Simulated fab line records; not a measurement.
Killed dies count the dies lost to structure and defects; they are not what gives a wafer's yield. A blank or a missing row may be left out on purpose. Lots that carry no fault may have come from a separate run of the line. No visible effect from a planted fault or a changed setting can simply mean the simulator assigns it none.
Which tool is to blame? -- flow nand-harc -- Sampling: 11 lots, 33 wafers, 6 of 1302 route steps

## WHAT EACH GAUGE READ, for each wafer
NHARC_A_ONON_D2_THK_MEAS_27: measures by ellipsometry. Usual: 1001 nm for thk-nm, sd 9.5.
lot,measured,on,thk-nm (nm),flag
L731,day 14 02:43,film-metro-02,986 987 987,
L732,day 14 17:53,film-metro-02,995 997 994,
L739,day 17 20:21,film-metro-01,1003 1001 1002,
L740,day 17 20:25,film-metro-01,994 993 994,
L743,day 19 00:01,film-metro-01,987 990 990,
L746,day 20 06:13,film-metro-02,1007 1008 1009,
L747,day 20 23:35,film-metro-02,1005 1007 1004,
L748,day 21 08:28,film-metro-01,991 991 991,
L749,day 21 16:13,film-metro-02,989 990 991,
L750,day 22 04:41,film-metro-01,991 989 988,
L751,day 22 17:16,film-metro-01,1018 1017 1018,

NHARC_A_CHANNEL_HOLE_D2_INSPECT_40. Usual: 296 for raw-defect-count, sd 78.
lot,measured,on,raw-defect-count,flag
L731,day 14 13:28,defect-inspect-02,206 168 167,
L732,day 15 05:15,defect-inspect-01,169 267 395,
L739,day 18 10:16,defect-inspect-01,389 297 251,
L740,day 18 12:11,defect-inspect-02,696 772 725,OFF
L743,day 19 14:05,defect-inspect-01,596 703 853,OFF
L746,day 21 00:38,defect-inspect-01,213 172 225,
L747,day 21 15:23,defect-inspect-01,222 212 346,
L748,day 21 22:29,defect-inspect-01,275 258 300,
L749,day 22 06:52,defect-inspect-01,235 310 236,
L750,day 22 15:50,defect-inspect-02,199 286 240,
L751,day 23 05:18,defect-inspect-02,229 228 311,

NHARC_END_SORT_01. Usual: killed-at-array 53, standard deviation 18; killed-at-other 0.9, standard deviation 1.3; killed-at-periphery 4, standard deviation 3.1; killed-dies 58, standard deviation 18; killed-open 3.4, standard deviation 2; killed-short 2.5, standard deviation 1.8.
lot,measured,on,killed-at-array,killed-at-other,killed-at-periphery,killed-dies,killed-open,killed-short,flag
L740,day 29 11:12,prober-02,61 76 60,0 0 0,3 1 3,64 77 63,2 0 4,2 0 2,
L743,day 30 01:19,prober-02,71 79 80,0 0 1,9 2 1,80 81 82,4 2 3,5 2 3,

## TOOL THAT RAN EACH LOT (tool first, then ch and the chambers of the sampled wafers, then the start)
lot,NHARC_A_CHANNEL_HOLE_D2_DESCUM_15,NHARC_A_CHANNEL_HOLE_D2_ETCH_19,NHARC_A_CHANNEL_HOLE_D2_ETCH_20
L731,"rie-diel-07 ch 1,2,3, day 14 06:37","har-etch-01 ch 0,1, day 14 07:47","har-etch-01 ch 0,1, day 14 07:54"
L732,"rie-diel-03 ch 1,2,3, day 14 22:25","har-etch-01 ch 0,1, day 14 23:35","har-etch-01 ch 0,1, day 14 23:44"
L739,"rie-diel-08 ch 0,2,3, day 18 03:25","har-etch-02 ch 0,1, day 18 04:34","har-etch-02 ch 0,1, day 18 04:41"
L740,"rie-diel-03 ch 0,3, day 18 03:34","har-etch-01 ch 0,1, day 18 06:32","har-etch-01 ch 0,1, day 18 06:43"
L743,"rie-diel-03 ch 0,1,3, day 19 07:04","har-etch-01 ch 0,1, day 19 08:15","har-etch-01 ch 0,1, day 19 08:24"
L746,"rie-diel-03 ch 0,1, day 20 15:08","har-etch-02 ch 0,1, day 20 18:57","har-etch-02 ch 0,1, day 20 19:04"
L747,"rie-diel-07 ch 1,2,3, day 21 08:29","har-etch-02 ch 0,1, day 21 09:40","har-etch-02 ch 0,1, day 21 09:47"
L748,"rie-diel-07 ch 0,2,3, day 21 15:37","har-etch-01 ch 0,1, day 21 16:47","har-etch-01 ch 0,1, day 21 16:53"
L749,"rie-diel-08 ch 0,1,2, day 21 23:11","har-etch-01 ch 0,1, day 22 01:07","har-etch-01 ch 0,1, day 22 01:14"
L750,"rie-diel-07 ch 1,2,3, day 22 08:58","har-etch-01 ch 0,1, day 22 10:08","har-etch-01 ch 0,1, day 22 10:14"
L751,"rie-diel-08 ch 0,3, day 22 22:16","har-etch-01 ch 0,1, day 22 23:35","har-etch-01 ch 0,1, day 22 23:42"
- NHARC_A_CHANNEL_HOLE_D2_DESCUM_15: chemistry O2, time 3 s.
- NHARC_A_CHANNEL_HOLE_D2_ETCH_19: etches the open film in C4F8/O2/Ar, time 34.5 s.
- NHARC_A_CHANNEL_HOLE_D2_ETCH_20: etches the open film in C4F8/O2/Ar, time 361.9 s, target depth 1600 nm.

## AS READ BY THE TOOLS THEMSELVES (means over the sampled wafers that have a number; for cases with no such wafer, the mark the record gives instead)
NHARC_A_CHANNEL_HOLE_D2_DESCUM_15. Usual: drypump-motor-current-A 5.7 A, standard deviation 0.43; oes-product-au 1.001 a.u., standard deviation 0.008; rf-vpp-V 57.8 V, standard deviation 0.94; showerhead-plenum-p-Torr 1.91 Torr, standard deviation 0.11; throttle-valve-pct 11.310 %, standard deviation 0.0094.
lot,tool,drypump-motor-current-A (A),oes-product-au (a.u.),rf-vpp-V (V),showerhead-plenum-p-Torr (Torr),throttle-valve-pct (%),flag
L731,rie-diel-07,5.6,0.999,58.6,2.04,11.310,
L732,rie-diel-03,5.8,0.992,58.3,1.91,11.313,
L739,rie-diel-08,6.1,0.997,58.2,1.85,11.311,
L740,rie-diel-03,5.4,1.002,57.7,1.94,11.303,
L743,rie-diel-03,5.7,1.000,58.1,1.89,11.307,
L746,rie-diel-03,5.2,0.983,57.1,1.88,11.300,
L747,rie-diel-07,5.6,1.009,58.9,2.04,11.308,
L748,rie-diel-07,5.6,1.003,58.7,2.01,11.308,
L749,rie-diel-08,5.8,0.997,58.2,1.85,11.314,
L750,rie-diel-07,5.6,1.003,57.4,2.04,11.320,
L751,rie-diel-08,6.0,1.001,57.5,1.92,11.298,

NHARC_A_CHANNEL_HOLE_D2_ETCH_19. Usual: drypump-motor-current-A 5.9 A, standard deviation 0.52; showerhead-plenum-p-Torr 3.72 Torr, standard deviation 0.15; throttle-valve-pct 37.039 %, standard deviation 0.0082.
lot,tool,drypump-motor-current-A (A),showerhead-plenum-p-Torr (Torr),throttle-valve-pct (%),flag
L731,har-etch-01,6.3,3.69,37.041,
L732,har-etch-01,6.1,3.66,37.036,
L739,har-etch-02,5.3,3.98,37.036,
L740,har-etch-01,6.1,3.63,37.045,
L743,har-etch-01,6.1,3.62,37.038,
L746,har-etch-02,5.3,3.96,37.038,
L747,har-etch-02,5.6,3.95,37.037,
L748,har-etch-01,6.2,3.63,37.044,
L749,har-etch-01,6.3,3.63,37.043,
L750,har-etch-01,6.1,3.59,37.036,
L751,har-etch-01,6.3,3.62,37.037,

NHARC_A_CHANNEL_HOLE_D2_ETCH_20. Usual: drypump-motor-current-A 5.9 A, standard deviation 0.52; showerhead-plenum-p-Torr 3.68 Torr, standard deviation 0.14; throttle-valve-pct 32.155 %, standard deviation 0.009.
lot,tool,drypump-motor-current-A (A),showerhead-plenum-p-Torr (Torr),throttle-valve-pct (%),flag
L731,har-etch-01,6.3,3.66,32.154,
L732,har-etch-01,6.1,3.61,32.160,
L739,har-etch-02,5.3,3.93,32.163,
L740,har-etch-01,6.1,3.59,32.158,
L743,har-etch-01,6.2,3.58,32.143,
L746,har-etch-02,5.3,3.91,32.156,
L747,har-etch-02,5.6,3.90,32.157,
L748,har-etch-01,6.3,3.60,32.151,
L749,har-etch-01,6.3,3.59,32.161,
L750,har-etch-01,6.2,3.55,32.160,
L751,har-etch-01,6.3,3.59,32.147,

## THE ANSWER, worked out from the rows above alone
Rule: lot off if the mean of its wafers having a number is beyond 3 standard deviations from the usual mean. Also off: a lot with no number at a reading for which 4 or more lots have one. Where the step has rows for the other lots, those lots are counted as sound. Order of review: gauges by route order, followed by the tools' own readings, for which a lot's mean as printed above is used. At the first step where some lot is off, the reading lying furthest off is the one used; lots without a number count as furthest.
Off, at NHARC_A_CHANNEL_HOLE_D2_INSPECT_40 on raw-defect-count: L740, L743.
If a tool, at a process step before that reading, ran all the lots that are off and no sound lot after the first of them, it fits. Gauges at NHARC_A_CHANNEL_HOLE_D2_INSPECT_40: tried the same way as those tools. None of those tried fits.

## WHAT THE SIMULATOR PUT IN
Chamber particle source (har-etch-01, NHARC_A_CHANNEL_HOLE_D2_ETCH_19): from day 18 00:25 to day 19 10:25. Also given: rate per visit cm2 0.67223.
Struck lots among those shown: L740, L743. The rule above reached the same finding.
